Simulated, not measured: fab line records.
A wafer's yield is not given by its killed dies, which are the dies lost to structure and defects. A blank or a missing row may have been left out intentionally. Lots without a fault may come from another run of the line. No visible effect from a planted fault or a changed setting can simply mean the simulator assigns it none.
Comparing a struck lot with a sound one + flow n5 finfet + 14 out of 1938 route steps
Sound: wafers L519.1, L519.2, L519.3. Wafers L512.1, L512.4, L512.5 were the ones struck. The cause is named last.
Each step with rows lists, per side, the tool, then ch with its chambers, then its first start. Under that, the readings that differ: sound wafers + struck wafers + difference of the means + sigmas: that difference in standard deviations of wafers without a fault.
alike: readings whose means differ by less than 2 such deviations, and words and numbers that are the same on both sides. not compared: withheld readings, readings that some wafer has no value for, bounds like >300 that may hide the same value, and numbers for which the record gives no deviation and whose values overlap.
The two part at a step that has a row with sigmas, a row that says differs or no value, or rows on one side only. Non-overlapping numbers with no deviation appear without sigmas and do not part them. A reading missing from all wafers of one side parts the sides only when that side holds two or more wafers.

N5_BEOL_M12_ETCH_59: etches BARC in N2/H2, target depth 89 nm, overetch 26.7 nm, time 67.9 s.
  sound on rie diel-05 ch 0,2,3, day 17 07:47; struck on rie diel-05 ch 0,1, day 14 08:25
  alike: bias w, drypump motor current A, oes product au, rf vpp V, showerhead plenum p Torr, throttle valve pct
  not compared: rf hours counter h
N5_BEOL_M12_VIA_ETCH_16: etches SiOC in C4F8/O2/Ar, target depth 724.8 nm.
  sound on rie diel-05 ch 0,2,3, day 17 07:50; struck on rie diel-05 ch 0,1, day 14 08:28
| reading                | sound             | struck            | difference | sigmas |
|------------------------|-------------------|-------------------|------------|--------|
| throttle valve pct (%) | 24.48 23.91 24.32 | 23.85 23.76 23.74 | -0.45      | -2     |
  alike: bias w, drypump motor current A, mfc ar sccm, oes product au, rf vpp V, showerhead plenum p Torr
N5_BEOL_M12_STRIP_63: strips in N2/H2.
  sound on plasma asher-01 ch 0,1, day 17 08:02; struck on plasma asher-02 ch 0,1, day 14 08:40
  alike: drypump motor current A, heater power w, oes product au, strip time to endpoint s
  not compared: rf hours counter h
N5_BEOL_M12_STRIP_64: strips in N2/H2.
  sound on plasma asher-01 ch 0,1, day 17 08:06; struck on plasma asher-02 ch 0,1, day 14 08:44
| reading                      | sound             | struck            | difference | sigmas |
|------------------------------|-------------------|-------------------|------------|--------|
| strip time to endpoint s (s) | 31.30 31.37 31.27 | 31.49 31.44 31.50 | +0.16      | +2     |
  alike: drypump motor current A, heater power w, oes product au
  not compared: rf hours counter h
then, 2 steps without rows for these wafers: N5_BEOL_M12_STRIP_71 (strips in post etch residue remover, time 60 s); N5_BEOL_M12_SRD_72 (time 30 s, dry time 30 s).
N5_BEOL_M12_CD_MEAS_17: target cd 140 nm.
  struck on cd sem-03, day 14 08:53; sound on cd sem-01, day 17 08:15
  alike: cd nm
then, 5 steps without rows for these wafers: N5_BEOL_M12_COAT_65 (time 60 s, resist thk 300 nm); N5_BEOL_M12_COAT_66 (time 60 s, resist thk 110 nm); N5_BEOL_M12_COAT_22 (resist thk 300 nm); N5_BEOL_M12_EBR_24; N5_BEOL_M12_SOFTBAKE_23 (time 60 s).
N5_BEOL_M12_EXPOSE_25: exposes mask M12.
  sound on krf scanner-02 ch 0, day 17 08:24; struck on krf scanner-02, day 14 09:10
  no value came back on the struck wafers for exposure dose mJ cm2, focus offset nm (nm), na; on the sound wafers exposure dose mJ cm2 reads 21.783 21.766 21.771
  alike: mask
then, 1 step without rows for these wafers: N5_BEOL_M12_PEB_26 (peb time 90 s).

## WHERE THEY PART
First at N5_BEOL_M12_VIA_ETCH_16; last, within this record, at N5_BEOL_M12_EXPOSE_25.

WHY: what had been put in by the simulator
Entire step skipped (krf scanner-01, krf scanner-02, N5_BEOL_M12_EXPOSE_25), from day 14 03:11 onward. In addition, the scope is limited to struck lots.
